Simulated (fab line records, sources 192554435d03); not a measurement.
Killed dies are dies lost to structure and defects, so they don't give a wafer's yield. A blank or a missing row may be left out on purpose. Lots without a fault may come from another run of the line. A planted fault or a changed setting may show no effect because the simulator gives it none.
A struck lot beside a sound one | flow n5_finfet | 42 steps out of a route of 1938
Sound: wafers L202.1, L202.4, L202.6. Struck: wafers L193.2, L193.5, L193.6. The cause comes at the end.
At each step with rows: each side's tool, then ch and its chambers, then its first start. Under that, the readings that differ: sound wafers | struck wafers | difference of the means | sigmas: that difference in standard deviations of wafers without a fault.
alike: readings whose means differ by less than 2 such deviations, and words and numbers that are the same on both sides. not compared: withheld readings, readings that some wafer has no value for, bounds like >300 that may hide the same value, and numbers for which the record gives no deviation and whose values overlap.
The two part at a step that has a row with sigmas, a row that says differs or no value, or rows on one side only. Numbers that don't overlap but have no deviation are shown without sigmas and don't part them. A reading that every wafer of one side lacks parts them only if that side has two wafers or more.

first, 12 steps without rows for these wafers: N5_BEOL_M4_ETCH_77 (etches underlayer in N2/H2, target depth 6.5 nm, time 5.2 s); N5_BEOL_M4_ETCH_69 (etches SiARC in CF4, target depth 15.6 nm, time 26 s); N5_BEOL_M4_ALD_98 (deposits SiO2, target thk 2.5 nm, pulse time 1 s, co reactant pulse time 1 s); N5_BEOL_M4_ETCHBACK_99 (etches SiO2 in CHF3, target depth 5 nm, time 10.4 s); N5_BEOL_M4_ETCH_70 (etches SOC in N2/H2, target depth 80 nm, overetch 24 nm, time 130 s); N5_BEOL_M4_STRIP_71 (strips in N2/H2); N5_BEOL_M4_STRIP_78 (strips in N2/H2); N5_BEOL_M4_VIA_ETCH_34 (etches the open film in C4F6/O2, target depth 69.4 nm, time 65.9 s); N5_BEOL_M4_STRIP_83 (strips in C4F6/O2); N5_BEOL_M4_STRIP_36 (strips in N2/H2); N5_BEOL_M4_TRENCH_ETCH_37 (etches SiOC in C4F6/O2, target depth 55.555 nm, time 29.2 s); N5_BEOL_M4_ETCH_41 (etches SiCN in CH3F/O2, target depth 29.9 nm, time 52.5 s).
N5_BEOL_M4_STRIP_97: strips in N2/H2, time 10 s.
  sound on rie_diel-02 ch 2,3, day 12 05:50; struck on rie_diel-04 ch 1,2, day 9 18:52
  no value came back on the struck wafers for any of 7 readings (bias_power_w (W), chamber_pressure_mTorr (mTorr) and others); on the sound wafers bias_power_w (W) reads 7.017 6.980 7.000
  not compared: rf_hours_counter_h
then, 27 steps without rows for these wafers: N5_BEOL_M4_HM_STRIP_39 (strips TiN in peroxide tin strip, target depth 25 nm, time 158 s); N5_BEOL_M4_SRD_40 (time 30 s); N5_BEOL_M4_PRECLEAN_42 (cleans in residue remover, time 60 s); N5_BEOL_M4_SRD_43 (time 30 s); N5_BEOL_M4_DEGAS_44 (time 60 s); N5_BEOL_M4_PRE_CLEAN_45 (time 30 s); N5_BEOL_M4_ALD_84 (deposits TaN, pulse time 2 s, purge time 3 s, co reactant purge time 2 s); N5_BEOL_M4_SURFACE_TREAT_85; N5_BEOL_M4_CVD_47 (deposits Co from CCTBA/H2, target thk 3 nm, time 223.8 s); N5_BEOL_M4_SPUTTER_48 (material Cu, target thk 4.5 nm, time 8.29 s); N5_BEOL_M4_ANNEAL_49 (time 240 s); N5_BEOL_M4_SPUTTER_79 (material Cu, target thk 4.5 nm, time 8.29 s); N5_BEOL_M4_ANNEAL_80 (time 240 s); N5_BEOL_M4_SPUTTER_81 (material Cu, target thk 4.5 nm, time 8.29 s); N5_BEOL_M4_ANNEAL_82 (time 240 s); N5_BEOL_M4_SPUTTER_86 (material Cu, target thk 4.5 nm, time 8.29 s); N5_BEOL_M4_ANNEAL_87 (time 240 s); N5_BEOL_M4_SPUTTER_88 (material Cu, target thk 4.5 nm, time 8.29 s); N5_BEOL_M4_ANNEAL_89 (time 240 s); N5_BEOL_M4_SPUTTER_90 (material Cu, target thk 4.5 nm, time 8.29 s); N5_BEOL_M4_ANNEAL_91 (time 240 s); N5_BEOL_M4_SPUTTER_92 (material Cu, target thk 4.5 nm, time 8.29 s); N5_BEOL_M4_ANNEAL_93 (time 240 s); N5_BEOL_M4_SPUTTER_94 (material Cu, target thk 4.5 nm, time 8.29 s); N5_BEOL_M4_ANNEAL_95 (time 240 s); N5_BEOL_M4_SPUTTER_96 (material Cu, target thk 4.5 nm, time 8.29 s); N5_BEOL_M4_ECD_50 (material Cu, target thk 300 nm).
N5_BEOL_M4_RC_MEAS_101:
  sound on prober-01 ch 0, day 12 10:38; struck on prober-01 ch 0, day 9 23:15
  reading       | sound          | struck         | difference | sigmas
  DIBL_P (mV/V) | 38.6 36.3 38.0 | 33.4 33.0 33.9 | -4.2       | -2
  alike: DIBL_N, IOFF_N, IOFF_P, ION_N, ION_P, SS_N, SS_P, VT_N, VT_P
-- the record jumps here: 6 days lie between the struck wafers' starts before and after (it left off in module BEOL_M4 and takes up again in module PASSIVATION, whose first step shown is number 1936 of the route) --
N5_PASSIVATION_PROBE_49:
  sound on prober-01, day 16 19:32; struck on prober-02, day 16 01:56
  reading                  | sound          | struck         | difference | sigmas
  defect_limited_yield (%) | 88.9 92.5 91.0 | 85.2 83.2 83.1 | -7.0       | -5
  killed_at_M4_up          | 9 13 21        | 90 84 92       | +74        | +12
  killed_dies              | 131 89 106     | 175 198 199    | +82        | +5
  killed_open              | 84 55 68       | 124 140 145    | +67        | +5
  killed_short             | 39 29 36       | 49 53 52       | +17        | +2
  sort_bin_5_function (%)  | 6.0 4.4 5.3    | 9.2 10.3 11.2  | +5.0       | +5
  sort_bin_6_memory (%)    | 4.4 2.9 3.5    | 5.3 6.3 5.3    | +2.0       | +3
  sort_n_pass              | 1049 1091 1074 | 1005 982 981   | -82        | -5
  sort_yield_pct (%)       | 88.9 92.5 91.0 | 85.2 83.2 83.1 | -7.0       | -5
  alike: killed_at_M0_to_M3, killed_at_contacts, killed_at_front_end, killed_at_other

WHERE THEY PART
First at N5_BEOL_M4_STRIP_97; last, within this record, at N5_PASSIVATION_PROBE_49.

WHY: what the simulator had put in
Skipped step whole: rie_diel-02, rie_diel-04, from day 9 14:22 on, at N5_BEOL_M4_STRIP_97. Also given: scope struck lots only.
